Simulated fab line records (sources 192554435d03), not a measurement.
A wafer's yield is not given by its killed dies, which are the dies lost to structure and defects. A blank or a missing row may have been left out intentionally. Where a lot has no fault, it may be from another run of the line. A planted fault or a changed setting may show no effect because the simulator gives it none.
fab line records || flow n5-finfet
[record] {"lots": 3, "wafers": 9, "last-day": 19}
route steps=1938 shown BEOL_M15@1808 PASS1_DEP@1831 MIM_BOT@1832 MIM_TOP@1834 MIM_TOP_LITHO@1839 PASSIVATION@1936
lots that met no fault: taken from a fault-free run of the same line
start-h: start of the lot's first displayed wafer, in hours after the record's first day || wait-h: how many hours have passed since the lot's step before this one || " identical to the entry in the row above || L1.1+2: a row that stands for several wafers || - no value, or no start given || * or withheld: withheld || < > ~ a bound
route shown NAME@n: names a module that has steps shown in the file, with the first one's number in the route || usual: mean and standard deviation over wafers with no fault || same: alike in all rows || chamber/n: place in a boat || sites: each site's reading || _std_site: the values' standard deviation || _edge_site: inner sites' mean taken away from outer sites' mean || radius-mm: how far each site lies from the wafer's centre || mask NAME#n: copy n || behind: the tool/chamber that last shaped the wafer || hold: why the lot was held/for how many hours/how that ended || device: names the non-switching transistor (n, p or np) || end of line: the same wafers' tests at the end of the route || a step with no rows: only its recipe || killed: count of dies lost to structure and defects at first sort (not the wafer's yield) || map: a wafer's dies, x killed, . not, _ none there
set.NAME: the run value of the setting; set.NAME@STEP: its run value at that earlier step || model.NAME: the simulator's own value behind a step, which no gauge read
lots seen at some steps along the route; tables by step, rows by wafer
services: a tool's chamber out of use, with start hour (start-h, from the record's first day; less than 0 if before it), hours out, and reason
[[steps]]
[step N5_BEOL_M15_ETCH_61]
[recipe] {"chemistry": "N2/H2", "target": "BARC", "target-depth-a": 890, "overetch-a": 267, "time-s": 67.9, "ion-energy-ev": 200, "pressure-mtorr": 30, "source-w": 840, "bias-w": 150, "n2-flow-sccm": 200, "h2-flow-sccm": 200}
[step N5_BEOL_M15_TRENCH_ETCH_34]
[recipe] {"chemistry": "C4F8/O2/Ar", "target": "SiO2", "target-depth-a": 8729.3, "he-inner-torr": 15, "he-outer-torr": 30, "time-s": 199, "ion-energy-ev": 800, "pressure-mtorr": 20, "source-w": 1905, "bias-w": 2040, "Ar_flow_sccm": 400, "C4F8_flow_sccm": 16, "O2_flow_sccm": 12}
[step N5_BEOL_M15_STRIP_36]
[recipe] {"chemistry": "O2", "power-w": 600, "temp-c": 60, "pressure-mtorr": 30, "rf-frequency-hz": 6e+07, "bias-power-w": 0, "overash-fraction": 0.3, "o2-flow-sccm": 225}
[step N5_BEOL_M15_STRIP_62]
[recipe] {"chemistry": "O2", "power-w": 600, "temp-c": 60, "pressure-mtorr": 30, "rf-frequency-hz": 6e+07, "bias-power-w": 0, "overash-fraction": 0.3, "o2-flow-sccm": 225}
[step N5_BEOL_M15_STRIP_37]
[recipe] {"chemistry": "O2", "power-w": 600, "temp-c": 60, "pressure-mtorr": 30, "rf-frequency-hz": 6e+07, "bias-power-w": 0, "overash-fraction": 0.3, "o2-flow-sccm": 225}
[step N5_BEOL_M15_ETCH_38]
[recipe] {"chemistry": "CF4/N2", "target": "SiCN", "target-depth-a": 1064, "taper-deg": 2, "time-s": 120.5, "ion-energy-ev": 150, "mask-material": "SiO2", "pressure-mtorr": 40, "source-w": 430, "bias-w": 70, "Ar_flow_sccm": 100, "cf4-flow-sccm": 60, "n2-flow-sccm": 60}
[step N5_BEOL_M15_PRECLEAN_39]
[recipe] {"chemistry": "residue-remover", "time-s": 60, "temp-c": 40}
[step N5_BEOL_M15_SRD_40]
[recipe] {"time-s": 30, "temp-c": 23, "rinse-liquid": "diw", "dry": "n2-spin", "spin-rpm": 1500, "dry-time-s": 30}
[step N5_BEOL_M15_DEGAS_41]
[recipe] {"ambient": "vacuum", "temp-c": 300, "time-s": 60}
[step N5_BEOL_M15_PRE_CLEAN_42]
[recipe] {"gas": "H2/He", "time-s": 30, "temp-c": 300}
[step N5_BEOL_M15_SPUTTER_43]
[recipe] {"material": "TaN", "target-thk-a": 150, "temp-c": 50, "bias-v": 168.6, "power-w": 15000, "chamber-pressure-pa": 0.12, "time-s": 24.19}
[step N5_BEOL_M15_SPUTTER_44]
[recipe] {"material": "Ta", "target-thk-a": 150, "temp-c": 50, "bias-v": 80, "power-w": 15000, "chamber-pressure-pa": 0.07, "time-s": 24.19}
[usual] {"throttle-valve-pct": "29.3/1.1"}
[same] {"time-s": 24.19}
{"lot.wafer": "L782.3", "tool": "pvd-sputter-03", "chamber": "-", "start-h": 332.01, "wait-h": 0.0, "throttle-valve-pct": 30.2}
{"lot.wafer": "L782.4", "tool": "pvd-sputter-03", "chamber": "-", "start-h": 332.01, "wait-h": 0.0, "throttle-valve-pct": 29.7}
{"lot.wafer": "L782.5", "tool": "pvd-sputter-03", "chamber": "-", "start-h": 332.01, "wait-h": 0.0, "throttle-valve-pct": 29.2}
{"lot.wafer": "L786.1", "tool": "pvd-sputter-03", "chamber": "-", "start-h": 374.72, "wait-h": 0.0, "throttle-valve-pct": 29.4}
{"lot.wafer": "L786.3", "tool": "pvd-sputter-03", "chamber": "-", "start-h": 374.72, "wait-h": 0.0, "throttle-valve-pct": 29.3}
{"lot.wafer": "L786.6", "tool": "pvd-sputter-03", "chamber": "-", "start-h": 374.72, "wait-h": 0.0, "throttle-valve-pct": 29.9}
{"lot.wafer": "L793.1", "tool": "pvd-sputter-01", "chamber": "-", "start-h": 431.06, "wait-h": 0.0, "throttle-valve-pct": 28.6}
{"lot.wafer": "L793.4", "tool": "pvd-sputter-01", "chamber": "-", "start-h": 431.06, "wait-h": 0.0, "throttle-valve-pct": 28.5}
{"lot.wafer": "L793.6", "tool": "pvd-sputter-01", "chamber": "-", "start-h": 431.06, "wait-h": 0.0, "throttle-valve-pct": 28.5}
[step N5_BEOL_M15_SPUTTER_45]
[recipe] {"material": "Cu", "target-thk-a": 1000, "temp-c": -20, "bias-v": 60, "power-w": 26000, "chamber-pressure-pa": 0.13, "time-s": 16.67}
[step N5_BEOL_M15_ECD_47]
[recipe] {"material": "Cu", "target-thk-a": 18600}
[step N5_BEOL_M15_ANNEAL_48]
[recipe] {"temp-c": 225, "time-s": 90, "ambient": "N2"}
[step N5_BEOL_M15_CMP_49]
[recipe] {"stop-on": "SiO2", "t-overpolish-s": 4.9, "down-force-psi": 2, "platen-rpm": 80, "clearing-platen-down-force-psi": 2, "clearing-platen-rpm": 80, "post-cmp-clean": "cu-alkaline", "target-thk-nm": 850, "clearing-platen-pad-velocity-m-s": 1.5917, "pad-velocity-m-s": 1.5917}
[step N5_BEOL_M15_PRE_CLEAN_52]
[recipe] {"gas": "NH3", "time-s": 15, "temp-c": "withheld", "rf-power-w": 300}
[step N5_BEOL_M15_DEP_53]
[recipe] {"material": "SiCN", "target-thk-a": 500, "temp-c": "withheld", "precursor": "3MS/NH3", "pressure-torr": 3, "rf-w": 675, "time-s": 17.8}
[step N5_PASSIVATION_PECVD_00]
[recipe] {"material": "SiO2", "target-thk-a": 2000, "temp-c": 400, "precursor": "SiH4/N2O", "pressure-torr": 2.7, "rf-w": 608, "time-s": 11.2}
[step N5_MIM_BOT_DEGAS_01]
[recipe] {"ambient": "vacuum", "temp-c": 300, "time-s": 60}
[step N5_MIM_BOT_SPUTTER_00]
[recipe] {"material": "TiN", "target-thk-a": 350, "temp-c": 200, "power-w": 3000, "chamber-pressure-pa": 0.49996, "gas": "Ar", "reactive-partial-pa": 0.37997, "time-s": 89.7}
[step N5_MIM_TOP_ALD_00]
[recipe] {"material": "Al2O3", "target-thk-a": "*", "temp-c": "withheld", "ald-precursor-family": "TMA", "ald-co-reactant": "O3", "pulse-time-s": "withheld", "purge-time-s": 3, "co-reactant-purge-time-s": "withheld", "co-reactant-pulse-time-s": 3, "ald-cycles": "withheld"}
[step N5_MIM_TOP_ALD_01]
[recipe] {"material": "HfO2", "target-thk-a": 56, "temp-c": "withheld", "ald-precursor-family": "Hf-amide", "ald-co-reactant": "O3", "pulse-time-s": 1, "purge-time-s": 3, "co-reactant-purge-time-s": 2, "co-reactant-pulse-time-s": 3, "ald-cycles": 62}
[step N5_MIM_TOP_ALD_02]
[recipe] {"material": "Al2O3", "target-thk-a": "*", "temp-c": "withheld", "ald-precursor-family": "TMA", "ald-co-reactant": "O3", "pulse-time-s": "withheld", "purge-time-s": 3, "co-reactant-purge-time-s": "withheld", "co-reactant-pulse-time-s": 3, "ald-cycles": "withheld"}
[step N5_MIM_TOP_DEGAS_04]
[recipe] {"ambient": "vacuum", "temp-c": 300, "time-s": 60}
[step N5_MIM_TOP_SPUTTER_03]
[recipe] {"material": "TiN", "target-thk-a": 350, "temp-c": 200, "power-w": 3000, "chamber-pressure-pa": 0.49996, "gas": "Ar", "reactive-partial-pa": 0.37997, "time-s": 89.7}
[step N5_MIM_TOP_LITHO_HMDS_01]
[recipe] {"time-s": 60, "temp-c": 120}
[step N5_MIM_TOP_LITHO_COAT_02]
[recipe] {"spin-rpm": "*", "resist-thk-nm": "*"}
[step N5_MIM_TOP_LITHO_EBR_04]
[recipe] {"solvent": "PGMEA", "ebr-width-mm": 1.5}
[step N5_MIM_TOP_LITHO_SOFTBAKE_03]
[recipe] {"temp-c": 100, "time-s": 90}
[step N5_MIM_TOP_LITHO_EXPOSE_05]
[recipe] {"mask-id": "MIM_TOP", "na": 0.55, "source-shape": "conventional", "sigma-outer": 0.8, "polarization": "unpolarized", "target-cd-nm": 2000, "dose-mj": 20.5}
[step N5_MIM_TOP_LITHO_PEB_06]
[recipe] {"peb-temp-c": "withheld", "peb-time-s": "*"}
[step N5_MIM_TOP_LITHO_DEVELOP_07]
[recipe] {"develop-time-s": 60, "rinse-liquid": "diw", "dry": "air-spin", "dev-temp-c": 21}
[step N5_MIM_TOP_LITHO_HARDBAKE_09]
[recipe] {"temp-c": 130, "time-s": 120}
[step N5_PASSIVATION_PROBE_49]
[usual] {"defect-limited-yield": "91.3/1.4", "killed_at_M0_to_M3": "33/11", "killed_at_M4_up": "15/6.2", "killed-at-contacts": "13/6.5", "killed-at-front-end": "38/11", "killed-at-other": "3.4/2.6", "killed-dies": "102/17", "killed-open": "67/12", "killed-short": "34/7.9", "sort_bin_5_function": "5.1/0.88", "sort_bin_6_memory": "3.3/0.65", "sort-n-pass": "1078/17", "sort-yield-pct": "91.3/1.4"}
[same] {"gross-dies": 1180, "killed-at-back-side": 0, "sort_bin_4_leakage[%]": 0, "sort_bin_8_speed[%]": 0}
{"lot.wafer": "L786.1", "tool": "prober-01", "chamber": "-", "start-h": 394.00, "wait-h": 0.0, "defect-limited-yield[%]": 81.4, "killed_at_M0_to_M3": 18, "killed_at_M4_up": 126, "killed-at-contacts": 24, "killed-at-front-end": 48, "killed-at-other": 3, "killed-dies": 219, "killed-open": 74, "killed-short": 41, "sort_bin_5_function[%]": 12.3, "sort_bin_6_memory[%]": 4.7, "sort-n-pass": 961, "sort-yield-pct[%]": 81.4}
// killed by level:class
L786.1 BEOL_M15:unspecified=103 MOL_CONTACT_COAG:geometric-particle:open=21 FIN_SAQP:geometric-particle:short=9 BEOL_M1:geometric-particle:open=9 BEOL_M4:geometric-particle:open=9 FIN_SAQP:geometric-particle:open=6 DUMMY_GATE:geometric-particle:open=5 GATE_CUT:geometric-particle:short=5
// map L786.1 (x killed, . not)
_________________.x..........________________
______________..x......xx......._____________
___________.x....x.xxx.....x.......__________
__________....x.xxx.x.x............x_________
________.x.xxxxxxxxxx.x.x..x.........._______
_______x...xxxxxxxxxxx....x........x...______
______...xxxxxxxxxxxxx.x.....x.........._____
_____....xxxxxxxxxxxxx..................x____
____.......xxxxxxxxxxx...x............x...___
___....xxxx.xxxxxxxxxxx..x...x....x......x.__
___........x.xxxxxxxx.x........x...........__
__..x......xxxxxxxxx.x.....xx...........x..._
__.......x.x.xx..x..x...........x....x......_
_x.............x.......................xx....
_.x...............................x..x......x
_......x............x....x.............x.....
_....x.x......x......x.........x......x.....x
_...................x......x................x
_........x...............x...x....x.x......x.
_.........x....x............x...........x....
_....x...x.................x.....x....xx...x.
__..........x.........x..x.........x....xx.._
__...........x.......x........x............._
___..xx...............x............x.x.....__
___..........x.............................__
____.................x....x.x.......xx....___
_____...x..........x........x............____
______.............x...........x..x....._____
_______......xxx.........x....x...x.x..______
________...................x...x......_______
__________.x......................x._________
___________................x.......__________
______________...x.....x........_____________
_________________..........x.________________
// map L782.4 (x killed, . not)
_________________......x.x...________________
______________..x..x............_____________
___________.................x......__________
__________xx.x......x......x........_________
________..x............x......x......._______
_______.....x..............x...x....xx.______
______.................................._____
_____..........x.x..............x.x....x.____
____.xxx....x.....................x.......___
___.................xx............x........__
___..x...x...............x...x.............__
__.....x...xx..............................x_
__.................x...........xx...x......._
_..x..x..............x.......................
_.............x...............x..............
_.......x.............x.....x...............x
_....x..........x..x.........................
_x.....................x.....x...............
_.........x......x.x..x........x.......x...x.
_.x...........xxx.x..x........x..............
_..........................................xx
__....xx......xx...x..x..x............xx...._
__.xx....x.....................x.x.........._
___...........................x............__
___.......xx.......................x.......__
____.........................xx.x.........___
_____.............x.......x..............____
______x................x.............x.._____
_______...................x...x.x......______
________.x.......x...................._______
__________.x...x...........x........_________
___________.x..............x..x....__________
______________.................x_____________
_________________....x.......________________
[[services]]
{"tool": "pvd-sputter-01", "chamber": "-", "start-h": 370.77, "hours": 4.7, "kind": "repair"}
[[key]]
[first-sign] {"step": "N5_PASSIVATION_PROBE_49", "reading": "killed_at_M4_up", "direction": "up", "sigmas": 18, "usual": 15, "struck": 126}
[effect] {"step": "N5_PASSIVATION_PROBE_49", "reading": "defect-limited-yield", "direction": "down", "sigmas": 7, "usual": 91.3, "struck": 81.4}
[more-kills-born-at] {"N5_BEOL_M15_SPUTTER_44@pvd-sputter-03": 103}
met-at N5_BEOL_M15_SPUTTER_44
struck-wafers L786.1
onset-between 332.01 374.72
[fault] {"kind": "chamber-particle-source", "tool": "pvd-sputter-03", "chamber": "-", "onset-h": 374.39, "steps": "N5_BEOL_M15_SPUTTER_44", "rate-per-visit-cm2": 0.53328, "end-h": 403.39, "scope": "struck-wafers-only"}
